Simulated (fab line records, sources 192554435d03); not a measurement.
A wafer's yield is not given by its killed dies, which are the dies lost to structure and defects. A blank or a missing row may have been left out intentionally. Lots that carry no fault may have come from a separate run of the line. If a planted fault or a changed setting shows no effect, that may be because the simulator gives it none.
Chamber matching -- flow n5-finfet -- 4 sister chambers for N5_GATE_CUT_CMP_23 on cmp-02
The step polishes, stops on SiO2, t overpolish 23.4 s, target thk 16 nm. 4 wafers are shown with their chamber, then 9 later ones without.

== WAFERS, EACH WITH ITS CHAMBER ==
wafer,chamber,motor-current-A (A)
L083.3,2,8.7
L090.2,3,9.4
L090.3,0,9.5
L090.4,1,7.6

== WAFERS WITH NO CHAMBER GIVEN ==
wafer,motor-current-A (A)
L093.1,9.1
L093.2,9.5
L093.4,7.9
L095.1,8.8
L095.4,7.7
L095.5,9.7
L097.1,9.2
L097.5,10.2
L097.6,9.1

== THE CHAMBER EACH PASSED THROUGH ==
wafer,from the rows above,in truth
L093.1,can't be placed: 3 or 0 or 2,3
L093.2,can't be placed: 0 or 3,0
L093.4,can't be placed: 1 or 2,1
L095.1,can't be placed: 2 or 3 or 0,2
L095.4,1,1
L095.5,can't be placed: 0 or 3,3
L097.1,can't be placed: 3 or 0 or 2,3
L097.5,can't be placed: 0 or 3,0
L097.6,can't be placed: 3 or 0 or 2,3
1 of 9 placed correctly. Not placeable from these rows: 8 (in 8, the candidates include the true chamber). Placed wrongly: 0.
How it was worked out, from the rows above alone: a wafer's distance from a chamber is the root of the sum, over the readings, of the square of ((its reading less the chamber's mean) divided by the reading's scatter). The wafer belongs to the nearest chamber; if the next one is less than 2 further off, it can't be placed. Each chamber's mean is taken over the wafers shown for it. The scatter: with one shown wafer a chamber, the root of the mean of the squares of how far each hidden wafer lies from its nearest shown one.
